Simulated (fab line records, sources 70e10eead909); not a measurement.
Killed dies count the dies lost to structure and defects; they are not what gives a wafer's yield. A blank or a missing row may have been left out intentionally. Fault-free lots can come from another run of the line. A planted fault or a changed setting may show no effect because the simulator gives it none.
A struck lot beside a sound one ; flow nand harc ; 13 steps out of a route of 1159
Sound: wafers L575.1, L575.2, L575.6. The struck wafers were L590.1, L590.2, L590.3. The cause is given at the end.
Each step with rows lists, per side, the tool, then ch with its chambers, then its first start. Under that, the readings that differ: sound wafers ; struck wafers ; difference of the means ; sigmas: that difference in standard deviations of wafers without a fault.
alike: readings with means less than 2 such deviations apart, plus words and numbers identical on both sides. not compared: withheld readings, readings lacking a value on some wafer, bounds such as >300 that could conceal the same value, and numbers that have no deviation in the record and whose values overlap.
A row with sigmas, a row that says differs or no value, or rows on one side alone: a step with any of these is where the two part. When numbers do not overlap yet have no deviation, they are printed without sigmas and do not part them. A reading that every wafer of one side lacks parts them only if that side has two wafers or more.

first, 2 steps without rows for these wafers: NHARC_A_STAIRCASE_TRIM_191 (chemistry O2, time 211.2 s); NHARC_A_STAIRCASE_ETCH_192 (etches the open film in C4F8/O2, target depth 100 nm, time 40.5 s).
NHARC_A_STAIRCASE_TRIM_193: chemistry O2, time 211.2 s.
  sound: rie diel-12 ch 1,2,3; struck: rie diel-12 ch 1,2,3
  alike: drypump motor current A, mfc ar sccm, oes product au, rf vpp V, showerhead plenum p Torr, throttle valve pct
  not compared: rf hours counter h
then, 1 step without rows for these wafers: NHARC_A_STAIRCASE_ETCH_194 (etches the open film in C4F8/O2, target depth 100 nm, time 40.5 s).
NHARC_A_STAIRCASE_TRIM_196: chemistry O2, time 211.2 s.
  sound on rie diel-08 ch 2,3, day 12 04:52; struck on rie diel-08 ch 0,2,3, day 15 06:40
  alike: drypump motor current A, mfc ar sccm, oes product au, rf vpp V, showerhead plenum p Torr, throttle valve pct
  not compared: rf hours counter h
NHARC_A_STAIRCASE_ETCH_197: etches the open film in C4F8/O2, target depth 100 nm, time 40.5 s.
  sound: rie diel-08 ch 1,2,3; struck: rie diel-08 ch 0,2,3
  alike: bias w, chamber pressure mTorr, oes product au, rf vpp V
  not compared: rf hours counter h
then, 3 steps without rows for these wafers: NHARC_A_STAIRCASE_TRIM_198 (chemistry O2, time 211.2 s); NHARC_A_STAIRCASE_ETCH_199 (etches the open film in C4F8/O2, target depth 100 nm, time 40.5 s); NHARC_A_STAIRCASE_TRIM_200 (chemistry O2, time 211.2 s).
NHARC_A_STAIRCASE_ETCH_201: etches the open film in C4F8/O2, target depth 100 nm, time 40.5 s.
  sound: rie diel-08 ch 0,1,3; struck: rie diel-08 ch 0,2,3
  alike: bias w, chamber pressure mTorr, oes product au, rf vpp V
  not compared: rf hours counter h
NHARC_A_STAIRCASE_TRIM_202: chemistry O2, time 211.2 s.
  sound: rie diel-08 ch 1,3; struck: rie diel-08 ch 0,2,3
  alike: drypump motor current A, mfc ar sccm, oes product au, rf vpp V, showerhead plenum p Torr, throttle valve pct
  not compared: rf hours counter h
NHARC_A_STAIRCASE_ETCH_203: etches the open film in C4F8/O2, target depth 100 nm, time 40.5 s.
  sound on rie diel-08 ch 2,3, day 12 05:50; struck on rie diel-08 ch 0,2,3, day 15 07:52
  no value came back on the struck wafers for bias w (W), chamber pressure mTorr (mTorr), oes product au (a.u.), rf vpp V (V); on the sound wafers bias w (W) reads 994 999 997
  not compared: rf hours counter h
-- break in the record here, with 8 days between the starts of the struck wafers on either side (left off in module A_STAIRCASE, picked up again in module END, where the first step shown is number 1159 on the route) --
NHARC_END_SORT_01:
  only the struck wafers appear in the record here, on prober-02 ch 0 at day 23 18:22; the sound ones have no rows

## WHERE THEY PART
At NHARC_A_STAIRCASE_ETCH_203 first; at NHARC_END_SORT_01 last (within this record only).

WHY: what the simulator had put in
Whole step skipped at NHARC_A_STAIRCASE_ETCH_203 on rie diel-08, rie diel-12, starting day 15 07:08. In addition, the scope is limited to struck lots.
